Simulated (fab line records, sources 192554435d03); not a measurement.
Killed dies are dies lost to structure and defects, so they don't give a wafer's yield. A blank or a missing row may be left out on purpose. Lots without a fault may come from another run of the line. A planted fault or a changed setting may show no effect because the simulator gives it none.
Chamber matching | flow n5_finfet | N5_ZERO_LAYER_PECVD_02 on pecvd-04: 3 sister chambers
The step deposits SiO2 from SiH4/N2O, target thk 10 nm, time 6 s. 6 wafers are shown with their chamber, then 7 later ones without.

WAFERS WITH THEIR CHAMBER
wafer  | chamber | showerhead_plenum_p_Torr (Torr) | heater_power_w (W)
L090.3 | 1       | 8.55                            | 709
L092.2 | 2       | 8.17                            | 607
L092.5 | 2       | 8.15                            | 615
L092.6 | 0       | 8.08                            | 772
L093.1 | 0       | 8.09                            | 760
L093.2 | 1       | 8.55                            | 661

WAFERS WITHOUT THEIR CHAMBER
wafer  | showerhead_plenum_p_Torr (Torr) | heater_power_w (W)
L093.3 | 8.16                            | 680
L095.2 | 8.54                            | 763
L095.4 | 8.09                            | 717
L095.5 | 8.15                            | 627
L096.1 | 8.18                            | 592
L096.2 | 8.54                            | 657
L096.4 | 8.10                            | 680

WHICH CHAMBER EACH WENT THROUGH
wafer  | from the rows above | in truth
L093.3 | 2                   | 2
L095.2 | 1                   | 1
L095.4 | 0                   | 0
L095.5 | 2                   | 2
L096.1 | 2                   | 2
L096.2 | 1                   | 1
L096.4 | 0                   | 0
Placed correctly: 7 of 7. Can't be placed from these rows: 0. Placed wrongly: 0.
How it was worked out, from the rows above alone: a wafer's distance from a chamber is the root of the sum, over the readings, of the square of ((its reading less the chamber's mean) divided by the reading's scatter). The wafer belongs to the nearest chamber; if the next one is less than 2 further off, it can't be placed. A chamber's mean is the mean of its shown wafers. The scatter: the root of (the sum of the squares of (reading less its chamber's mean) over the shown wafers, divided by (wafers less chambers)).
